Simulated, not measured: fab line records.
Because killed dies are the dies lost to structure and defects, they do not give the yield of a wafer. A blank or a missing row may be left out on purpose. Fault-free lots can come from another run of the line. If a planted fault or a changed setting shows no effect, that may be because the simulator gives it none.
Comparing a struck lot with a sound one | flow n5_finfet | 25 steps out of a route of 1938
Sound: the wafers L442.1, L442.2, L442.5. The struck wafers were L447.2, L447.4, L447.5. The cause is given at the end.
At each step with rows: each side's tool, then ch and its chambers, then its first start. Under that, the readings that differ: sound wafers | struck wafers | difference of the means | sigmas: that difference in standard deviations of wafers without a fault.
alike: same words and numbers on both sides, and readings whose means sit less than 2 such deviations apart. not compared: any withheld reading, any reading some wafer has no value for, any bound like >300 that may hide the same value, and any number with overlapping values for which the record gives no deviation.
The two part at a step that has a row with sigmas, a row that says differs or no value, or rows on one side only. When numbers do not overlap yet have no deviation, they are printed without sigmas and do not part them. A reading that every wafer of one side lacks parts them only if that side has two wafers or more.

first, 5 steps without rows for these wafers: N5_DUMMY_GATE_PRECLEAN_33 (cleans in dHF, time 10 s); N5_DUMMY_GATE_PRECLEAN_25 (cleans in O3/DIW, time 45 s); N5_DUMMY_GATE_PRECLEAN_51 (cleans in SC2, time 45 s); N5_DUMMY_GATE_SRD_26 (time 30 s); N5_DUMMY_GATE_UV_OZONE_45 (time 120 s).
N5_DUMMY_GATE_INSPECT_27: inspects for defects (brightfield).
  sound on defect_inspect-02 at day 3 12:28; struck on defect_inspect-02 at day 4 17:18
  alike: raw_defect_count
N5_SPACER0_ALD_07: deposits SiNx, target thk 2 nm.
  sound on ald_sin-03 ch 0,2,3, day 3 12:40; struck on ald_sin-03 ch 0,1,2, day 4 17:53
  alike: heater_power_w
N5_SPACER0_ALD_00: deposits SiOCN, target thk 3.5 nm, pulse time 3 s, purge time 2 s.
  sound on ald_sin-03 ch 0,2,3, day 3 12:50; struck on ald_sin-03 ch 0,1,2, day 4 18:02
  alike: heater_power_w, precursor_pulse_height_rel
N5_SPACER0_ALD_08: deposits SiNx, target thk 2 nm.
  sound on ald_sin-03 ch 0,2,3, day 3 13:05; struck on ald_sin-03 ch 0,1,2, day 4 18:17
  alike: heater_power_w
N5_SPACER0_INSPECT_04: inspects for defects (darkfield).
  sound on defect_inspect-02 at day 3 13:14; struck on defect_inspect-02 at day 4 18:26
  alike: raw_defect_count
then, 2 steps without rows for these wafers: N5_SD_EPI_N_COAT_32 (time 60 s, resist thk 350 nm); N5_SD_EPI_N_COAT_33 (time 60 s, resist thk 35 nm).
N5_SD_EPI_N_COAT_03: resist thk 150 nm.
  sound on litho_track-03 ch 0, day 3 13:17; struck on litho_track-03 ch 0, day 4 18:29
  reading                                             | sound                | struck               | difference | sigmas
  spin_speed_rpm (rpm)                                | 1501.3 1501.2 1500.9 | 1758.2 1758.3 1758.2 | +257.1     | +99 or more
  model.CAR-ArF-block_of_SD_EPI_N_COAT_03.thk_nm (nm) | 149.8 150 149.8      | 138.8 138.8 139      | -11.0      |
then, 5 steps without rows for these wafers: N5_SD_EPI_N_EBR_05; N5_SD_EPI_N_SOFTBAKE_04 (time 60 s); N5_SD_EPI_N_EXPOSE_06 (exposes mask SD N BLK, target cd 120 nm); N5_SD_EPI_N_PEB_07 (peb time 60 s); N5_SD_EPI_N_DEVELOP_08 (develop time 30 s).
N5_SD_EPI_N_CD_MEAS_09 targets a cd of 120 nm.
  sound on cd_sem-02 ch 0, day 3 13:31; struck on cd_sem-02 ch 0, day 4 18:43
  alike: cd_nm
N5_SD_EPI_N_OVL_MEAS_10:
  sound on overlay-02 ch 0, day 3 13:32; struck on overlay-01 ch 0, day 4 18:45
  alike: SD_N_BLK_OVL
N5_SD_EPI_N_INSPECT_11: inspects for defects (macro).
  sound on defect_inspect-02 at day 3 13:34; struck on defect_inspect-01 at day 4 18:46
  alike: raw_defect_count
N5_SD_EPI_N_DESCUM_14: chemistry O2, time 7.9 s.
  sound on rie_diel-05 ch 1,2,3, day 3 13:41; struck on rie_diel-05 ch 0,2, day 4 19:09
  alike: drypump_motor_current_A, oes_product_au, rf_fwd_power_W, rf_vpp_V, showerhead_plenum_p_Torr, temp_c, throttle_valve_pct
  not compared: rf_hours_counter_h
N5_SD_EPI_N_ETCH_34: etches SiARC in CF4, target depth 45.5 nm, time 75.8 s.
  sound on rie_diel-05 ch 1,2,3, day 3 13:44; struck on rie_diel-05 ch 0,2, day 4 19:11
  reading                                             | sound             | struck         | difference | sigmas
  model.CAR-ArF-block_of_SD_EPI_N_COAT_03.thk_nm (nm) | 110.8 110.8 110.6 | 99.8 99.8 99.8 | -10.9      |
  alike: drypump_motor_current_A, etch_rf_on_time_s, oes_product_au, rf_fwd_power_W, rf_vpp_V, showerhead_plenum_p_Torr, throttle_valve_pct
  not compared: rf_hours_counter_h
N5_SD_EPI_N_ETCH_35: etches SOC in N2/H2, overetch 108 nm, time 486 s.
  sound on rie_diel-05 ch 1,2,3, day 3 13:47; struck on rie_diel-05 ch 0,2, day 4 19:14
  alike: drypump_motor_current_A, h2_flow_sccm, oes_product_au, rf_fwd_power_W, rf_vpp_V, showerhead_plenum_p_Torr, temp_c, throttle_valve_pct
  not compared: rf_hours_counter_h
-- here the record skips 5 days between the struck wafers' starts before and after, leaving off in module SD_EPI_N and picking up in module BEOL_M4 (first step shown: number 1111 of the route) --
N5_BEOL_M4_RC_MEAS_101:
  sound on prober-01 ch 0, day 8 10:20; struck on prober-02 ch 0, day 9 10:46
  reading        | sound             | struck            | difference | sigmas
  IOFF_P (nA/um) | 0.236 0.201 0.210 | 0.289 0.245 0.270 | +0.052     | +2
  alike: DIBL_N, DIBL_P, IOFF_N, ION_N, ION_P, SS_N, SS_P, VT_N, VT_P

WHERE THEY PART
Earliest at N5_SD_EPI_N_COAT_03; latest, in this record, at N5_BEOL_M4_RC_MEAS_101.

WHY: whatever the simulator had introduced
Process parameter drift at N5_SD_EPI_N_COAT_03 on litho_track-03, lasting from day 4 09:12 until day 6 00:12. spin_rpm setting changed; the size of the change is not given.
